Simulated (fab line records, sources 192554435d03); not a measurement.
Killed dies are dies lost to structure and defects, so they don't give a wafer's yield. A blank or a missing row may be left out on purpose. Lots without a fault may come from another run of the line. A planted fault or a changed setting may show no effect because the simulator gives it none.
Chamber matching | flow n5_finfet | N5_BEOL_M7_PECVD_70 on pecvd-01: 3 sister chambers
The step deposits SiO2 from TEOS/O2, target thk 20 nm, time 22.7 s. 24 wafers are shown with their chamber, then 12 later ones without.

WAFERS WITH THEIR CHAMBER
wafer  | chamber | throttle_valve_pct (%) | showerhead_plenum_p_Torr (Torr) | heater_power_w (W)
L074.1 | 0       | 23.8                   | 8.74                            | 788
L074.2 | 2       | 22.3                   | 8.79                            | 746
L074.3 | 1       | 21.8                   | 8.76                            | 685
L074.4 | 0       | 23.7                   | 8.74                            | 819
L074.5 | 2       | 22.3                   | 8.80                            | 726
L074.6 | 1       | 21.6                   | 8.77                            | 692
L076.1 | 0       | 23.6                   | 8.76                            | 682
L076.2 | 2       | 22.1                   | 8.80                            | 738
L076.5 | 2       | 22.3                   | 8.77                            | 736
L078.2 | 1       | 21.8                   | 8.77                            | 823
L078.3 | 2       | 21.9                   | 8.81                            | 711
L078.6 | 2       | 22.4                   | 8.82                            | 685
L081.1 | 2       | 22.3                   | 8.80                            | 716
L081.3 | 1       | 21.8                   | 8.79                            | 776
L081.6 | 0       | 23.7                   | 8.74                            | 764
L085.1 | 2       | 22.3                   | 8.79                            | 656
L085.2 | 0       | 23.5                   | 8.73                            | 782
L085.3 | 1       | 21.8                   | 8.76                            | 724
L088.1 | 2       | 22.2                   | 8.80                            | 734
L088.4 | 1       | 21.7                   | 8.76                            | 796
L088.5 | 2       | 22.5                   | 8.80                            | 718
L090.3 | 2       | 22.6                   | 8.81                            | 613
L090.4 | 0       | 23.8                   | 8.71                            | 736
L090.5 | 2       | 22.7                   | 8.79                            | 616

SIGNATURES (means of the wafers above)
reading                  | chamber 0 | chamber 1 | chamber 2 | scatter within a chamber
throttle_valve_pct       | 23.683    | 21.750    | 22.325    | 0.17
showerhead_plenum_p_Torr | 8.7367    | 8.7683    | 8.7983    | 0.0134
heater_power_w           | 761.83    | 749.33    | 699.58    | 49.7
Rule: a wafer's distance from a chamber is the root of the sum, over the readings, of the square of ((its reading less the chamber's mean) divided by the reading's scatter). The wafer belongs to the nearest chamber; if the next one is less than 2 further off, it can't be placed. The scatter: the root of (the sum of the squares of (reading less its chamber's mean) over the shown wafers, divided by (wafers less chambers)).

WAFERS WITHOUT THEIR CHAMBER
wafer  | throttle_valve_pct (%) | showerhead_plenum_p_Torr (Torr) | heater_power_w (W)
L092.1 | 23.7                   | 8.73                            | 723
L092.2 | 21.7                   | 8.77                            | 783
L092.5 | 23.6                   | 8.71                            | 728
L094.1 | 21.8                   | 8.78                            | 829
L094.2 | 23.6                   | 8.74                            | 699
L094.4 | 22.1                   | 8.77                            | 827
L097.1 | 23.7                   | 8.72                            | 706
L097.4 | 21.7                   | 8.75                            | 809
L097.6 | 22.5                   | 8.80                            | 659
L096.2 | 21.6                   | 8.74                            | 755
L096.5 | 23.6                   | 8.75                            | 740
L096.6 | 21.8                   | 8.76                            | 751

WHICH CHAMBER EACH WENT THROUGH
wafer  | from the rows above     | in truth
L092.1 | 0                       | 0
L092.2 | 1                       | 1
L092.5 | 0                       | 0
L094.1 | 1                       | 1
L094.2 | 0                       | 0
L094.4 | can't be placed: 1 or 2 | 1
L097.1 | 0                       | 0
L097.4 | 1                       | 1
L097.6 | 2                       | 2
L096.2 | 1                       | 1
L096.5 | 0                       | 0
L096.6 | 1                       | 1
Placed correctly: 11 of 12. Can't be placed from these rows: 1 (the true chamber is among the candidates in 1). Placed wrongly: 0.
